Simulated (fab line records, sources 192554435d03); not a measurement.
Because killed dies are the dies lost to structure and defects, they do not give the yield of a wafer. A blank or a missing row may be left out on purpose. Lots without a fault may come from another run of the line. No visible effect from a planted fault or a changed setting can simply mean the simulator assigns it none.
fab line records	flow n5_finfet
record: lots: 11	wafers: 32	last_day: 18
route steps=1938 shown BEOL_M15@1825 PASS1_DEP@1831 MIM_TOP_LITHO@1847 MIM_TOP_ETCH@1851
lots with no fault: from the same line, run without faults
start_h: start of the lot's first displayed wafer, in hours after the record's first day	wait_h: hours from the lot's prior step to this one	" same as the row above	L1.1+2: several wafers, shown together as one row	- value missing, or start not given	* or withheld: withheld	< > ~ a bound
route shown NAME@n: a module of which the file shows steps, and the number in the route of the first	usual: mean and standard deviation over wafers with no fault	same: alike in all rows	chamber/n: place in a boat	sites: readings site by site	_std_site: how widely they spread, as a standard deviation	_edge_site: inner sites' mean taken away from outer sites' mean	radius_mm: for every site, how far away it sits from the centre of the wafer	mask NAME#n: copy n	behind: the most recent tool/chamber to have shaped the wafer	hold: cause of the lot's hold/its duration in hours/its outcome	device: the transistor (n, p or np) that didn't switch	end of line: the tests these same wafers got at the end of their route	a step given without rows: its recipe and nothing more	killed: the dies lost at the first sort to structure and to defects; this is not the yield of the wafer	map: shows each die of a wafer: x if killed, . if not, _ if none is there
set.NAME: the run value of the setting; set.NAME@STEP: its run value at that earlier step	model.NAME: the simulator's own value behind a step, which no gauge read
route steps across a sampled set of lots; one table per step, one row per wafer
services: from which hour (start_h, from the record's first day; less than 0 if before it) a tool's chamber was out of use, for how many hours, and why
== steps ==
step: N5_BEOL_M15_THK_MEAS_50
recipe: thk_meas_gauge: xrf	reads: Cu_of_BEOL_M15_ECD_47
usual: M15_THK: 827/14
lot.wafer	tool	chamber	start_h	wait_h	M15_THK[nm]
L234.1	film_metro-02	-	283.46	-	813
L234.3	"	-	"	"	823
L234.4	"	-	"	"	839
L235.1	film_metro-02	-	284.17	-	847
L235.3	"	-	"	"	833
L235.6	"	-	"	"	833
L237.2	film_metro-01	-	286.98	-	820
L237.4	"	-	"	"	818
L237.5	"	-	"	"	836
L236.1	film_metro-02	-	294.19	-	815
L236.3	"	-	"	"	820
L236.6	"	-	"	"	845
L239.2	film_metro-01	-	309.15	-	819
L239.4	"	-	"	"	839
L239.5	"	-	"	"	804
L240.1	film_metro-02	-	316.59	-	841
L240.4	"	-	"	"	826
L240.5	"	-	"	"	845
L246.2	film_metro-01	-	349.82	-	849
L246.3	"	-	"	"	843
L246.5	"	-	"	"	848
L245.1	film_metro-02	-	350.94	-	840
L245.3	"	-	"	"	848
L245.4	"	-	"	"	835
L254.2	film_metro-02	-	401.59	-	820
L254.4	"	-	"	"	829
L254.6	"	-	"	"	821
L255.5	film_metro-02	-	406.81	-	818
L255.6	"	-	"	"	846
L256.1	film_metro-02	-	414.13	-	852
L256.2	"	-	"	"	852
L256.3	"	-	"	"	833
step: N5_PASSIVATION_PECVD_00
recipe: material: SiO2	target_thk_a: 2000	temp_c: 400	precursor: SiH4/N2O	pressure_torr: 2.7	rf_w: 608	time_s: 11.2
usual: chamber_pressure_Torr: 2.700/0.006	heater_power_w: 634/110	rf_fwd_power_W: 598/3	showerhead_plenum_p_Torr: 8.16/0.1	throttle_valve_pct: 52/3.9
lot.wafer	tool	chamber	start_h	wait_h	chamber_pressure_Torr	heater_power_w	rf_fwd_power_W	showerhead_plenum_p_Torr	since_wet_clean_h	throttle_valve_pct
L234.1	pecvd-03	2	284.61	0.8	2.704	494	600	8.25	234	48
L234.3	"	0	"	"	2.700	734	595	8.06	-	55
L234.4	"	2	"	"	2.699	496	598	8.25	-	48
L235.1	pecvd-01	0	285.32	0.8	2.704	633	596	8.03	808	50
L235.3	"	2	"	"	2.701	584	594	8.33	340	52
L235.6	"	0	"	"	2.698	655	596	8.03	-	50
L237.2	pecvd-01	2	288.13	0.7	2.699	692	593	8.35	342	52
L237.4	"	1	"	"	2.698	739	599	8.02	-	61
L237.5	"	0	"	"	2.689	623	593	8.03	-	51
L236.1	pecvd-03	0	295.37	0.8	2.688	881	601	8.10	999	55
L236.3	"	2	"	"	2.702	489	601	8.25	-	48
L236.6	"	2	"	"	2.712	505	601	8.26	-	48
L239.2	pecvd-01	2	310.29	0.7	2.704	638	595	8.35	365	52
L239.4	"	2	"	"	2.702	663	596	8.34	-	52
L239.5	"	0	"	"	2.687	608	597	8.05	-	51
L240.1	pecvd-02	0	317.74	0.8	2.697	645	602	8.19	1203	53
L240.4	"	1	"	"	2.711	737	598	8.14	-	48
L240.5	"	0	"	"	2.688	647	600	8.19	-	53
L246.2	pecvd-02	1	351.01	0.7	2.698	718	595	8.13	1961	48
L246.3	"	2	"	"	2.704	602	600	8.20	456	51
L246.5	"	1	"	"	2.696	705	597	8.14	-	48
L245.1	pecvd-03	2	352.08	0.8	2.705	428	600	8.26	302	48
L245.3	"	1	"	"	2.686	404	602	8.13	1781	51
L245.4	"	0	"	"	2.706	901	599	8.09	-	55
L254.2	pecvd-01	0	402.74	0.7	2.689	605	594	8.01	925	51
L254.4	"	2	"	"	2.698	642	595	8.34	-	53
L254.6	"	0	"	"	2.698	608	598	8.02	-	51
L255.5	pecvd-03	0	408.22	0.2	2.705	845	596	8.11	-	55
L255.6	"	2	"	"	2.694	514	602	8.25	-	49
L256.1	pecvd-01	1	415.27	0.8	2.696	702	601	8.05	1663	61
L256.2	"	2	"	"	2.698	601	596	8.35	469	53
L256.3	"	0	"	"	2.690	595	597	8.02	938	51
step: N5_MIM_TOP_LITHO_CD_MEAS_08
recipe: target_cd_nm: 2000	landing_energy_ev: 500	detector: se_inlens
usual: cd_nm: 2001.0/2
lot.wafer	tool	chamber	start_h	wait_h	cd_nm
L234.1	cd_sem-01	0	292.25	-	2005.6
L234.3	"	0	"	"	2001.2
L234.4	"	0	"	"	2002.3
L235.1	cd_sem-02	0	292.49	-	2004.6
L235.3	"	0	"	"	2000.3
L235.6	"	0	"	"	2001.8
L237.2	cd_sem-02	0	293.96	-	2002.4
L237.4	"	0	"	"	2001.6
L237.5	"	0	"	"	2000.2
L236.1	cd_sem-01	0	297.54	-	1999.5
L236.3	"	0	"	"	2003.4
L236.6	"	0	"	"	2003.3
L239.2	cd_sem-01	0	312.31	-	1999.1
L239.4	"	0	"	"	1999.3
L239.5	"	0	"	"	1998.3
L240.1	cd_sem-01	0	319.66	-	2003.4
L240.4	"	0	"	"	2000.8
L240.5	"	0	"	"	2000.9
L246.2	cd_sem-01	0	354.51	-	2001.7
L246.3	"	0	"	"	1998.2
L246.5	"	0	"	"	2002.7
L245.1	cd_sem-02	0	355.11	-	2000.8
L245.3	"	0	"	"	2004.7
L245.4	"	0	"	"	2003.3
L254.2	cd_sem-02	0	406.99	-	2003.0
L254.4	"	0	"	"	2001.1
L254.6	"	0	"	"	2005.0
L255.5	cd_sem-02	0	412.98	-	1999.7
L255.6	"	0	"	"	1998.7
L256.1	cd_sem-01	0	419.32	-	2001.6
L256.2	"	0	"	"	2000.2
L256.3	"	0	"	"	2001.6
step: N5_MIM_TOP_ETCH_ETCH_00
recipe: chemistry: Cl2/BCl3	target: TiN	target_depth_a: 385	ion_energy_ev: 150	pressure_mtorr: 10	icp_w: 1000	bias_w: 126	Cl2_flow_sccm: 53.25	bcl3_flow_sccm: 21.75	Ar_flow_sccm: 25
usual: bcl3_flow_sccm: 21.76/0.07	drypump_motor_current_A: 5.9/0.41	mfc_cl2_sccm: 53.26/0.16	oes_product_au: 0.77/0.091	rf_fwd_power_W: 995/3.3	throttle_valve_pct: 22.80/0.24
lot.wafer	tool	chamber	start_h	wait_h	bcl3_flow_sccm	drypump_motor_current_A	mfc_cl2_sccm	oes_product_au	rf_fwd_power_W	rf_hours_counter_h	throttle_valve_pct
L234.1	rie_metal-02	1	293.11	0.1	21.77	5.3	52.98	0.68	990	86	22.71
L234.3	"	1	"	"	21.85	5.3	53.05	0.67	991	-	22.72
L234.4	"	0	"	"	21.78	5.6	53.42	0.75	988	-	22.96
L235.1	rie_metal-03	0	293.14	0.1	21.86	6.6	53.51	0.82	990	33	22.76
L235.3	"	1	"	"	21.80	5.9	53.32	0.76	991	-	22.70
L235.6	"	0	"	"	21.78	6.7	53.38	0.82	992	-	22.75
L237.2	rie_metal-01	1	294.13	0.1	21.66	6.1	53.43	0.63	990	102	23.34
L237.4	"	0	"	"	21.83	5.7	53.36	0.83	994	-	22.47
L237.5	"	1	"	"	21.72	6.1	53.31	0.64	993	-	23.35
L236.1	rie_metal-02	0	297.71	0.1	21.76	5.6	53.36	0.74	996	49	22.96
L236.3	"	0	"	"	21.75	5.6	53.35	0.74	997	-	22.96
L236.6	"	0	"	"	21.76	5.6	53.19	0.74	991	-	22.95
L239.2	rie_metal-03	0	312.48	0.1	21.74	6.6	53.40	0.82	998	34	22.75
L239.4	"	0	"	"	21.82	6.7	53.52	0.82	1000	-	22.76
L239.5	"	0	"	"	21.80	6.7	53.29	0.82	1001	-	22.76
L240.1	rie_metal-03	0	319.91	0.1	21.90	6.7	53.28	0.82	998	36	22.75
L240.4	"	0	"	"	21.86	6.7	53.40	0.82	995	-	22.74
L240.5	"	1	"	"	21.73	5.9	53.47	0.76	992	-	22.67
L246.2	rie_metal-01	0	354.69	0.1	21.66	5.7	69.59	0.82	991	32	24.29
L246.3	"	1	"	"	21.75	6.1	53.24	0.63	994	-	23.37
L246.5	"	0	"	"	21.68	5.8	69.69	0.82	989	-	24.29
L245.1	rie_metal-01	0	355.29	0.1	21.83	5.7	69.72	0.82	996	32	24.31
L245.3	"	1	"	"	21.70	6.1	53.28	0.63	996	-	23.37
L245.4	"	0	"	"	21.73	5.7	69.87	0.82	993	-	24.30
L254.2	rie_metal-03	0	407.20	0.1	21.84	6.6	52.78	0.80	994	-	22.77
L254.4	"	0	"	"	21.81	6.6	53.33	0.80	998	-	22.77
L254.6	"	0	"	"	21.81	6.7	53.15	0.80	998	-	22.77
L255.5	rie_metal-02	0	413.38	0.3	21.67	5.6	53.35	0.72	997	-	22.99
L255.6	"	0	"	"	21.60	5.6	53.41	0.72	997	-	22.98
L256.1	rie_metal-03	0	419.49	0.1	21.85	6.6	53.18	0.80	999	44	22.78
L256.2	"	0	"	"	21.83	6.6	52.85	0.80	998	-	22.78
L256.3	"	0	"	"	21.81	6.6	53.09	0.80	997	-	22.79
== services ==
tool	chamber	start_h	hours	kind
pecvd-03	-	276.82	6.0	pm
pecvd-02	2	278.43	2.1	scheduled_down
rie_metal-02	1	285.23	5.5	repair
pecvd-02	-	292.26	5.5	pm
pecvd-03	-	298.20	0.8	repair
rie_metal-03	-	310.55	1.4	pm
pecvd-03	0	336.45	5.0	scheduled_down
pecvd-01	2	336.51	5.5	scheduled_down
rie_metal-03	-	347.73	2.8	pm
pecvd-01	2	352.90	6.9	repair
pecvd-03	-	356.33	1.8	repair
rie_metal-01	1	356.42	-	clean
rie_metal-01	1	356.42	18.3	scheduled_down
rie_metal-01	1	356.42	18.3	vent_cycle
pecvd-03	-	362.51	2.8	pm
rie_metal-02	-	374.33	4.3	pm
pecvd-02	-	390.45	6.0	pm
rie_metal-02	1	400.35	-	clean
rie_metal-02	1	400.35	16.3	scheduled_down
rie_metal-02	1	400.35	16.3	vent_cycle
rie_metal-03	1	401.71	25.8	repair
pecvd-03	-	416.17	1.0	repair
== key ==
first_sign: step: N5_MIM_TOP_ETCH_ETCH_00	reading: mfc_cl2_sccm	direction: up	sigmas: 99+	usual: 53.26	struck: 69.72
effect: step: N5_MIM_TOP_ETCH_ETCH_00	reading: throttle_valve_pct	direction: up	sigmas: 6.2	usual: *	struck: *
met_at N5_MIM_TOP_ETCH_ETCH_00
struck_lots L245,L246
struck_wafers L245.1,L245.4,L246.2,L246.5
not_acting_at N5_BEOL_M15_THK_MEAS_50,N5_PASSIVATION_PECVD_00,N5_MIM_TOP_LITHO_CD_MEAS_08
onset_between 294.13 354.69
fault: kind: process_parameter_drift	tool: rie_metal-01	chamber: 0	onset_h: 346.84	steps: N5_MIM_TOP_ETCH_ETCH_00	channel: Cl2_flow_sccm	offset: 16.616	shape: step	end_h: 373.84	acts_in: these_recipes_only	stated: 53.25
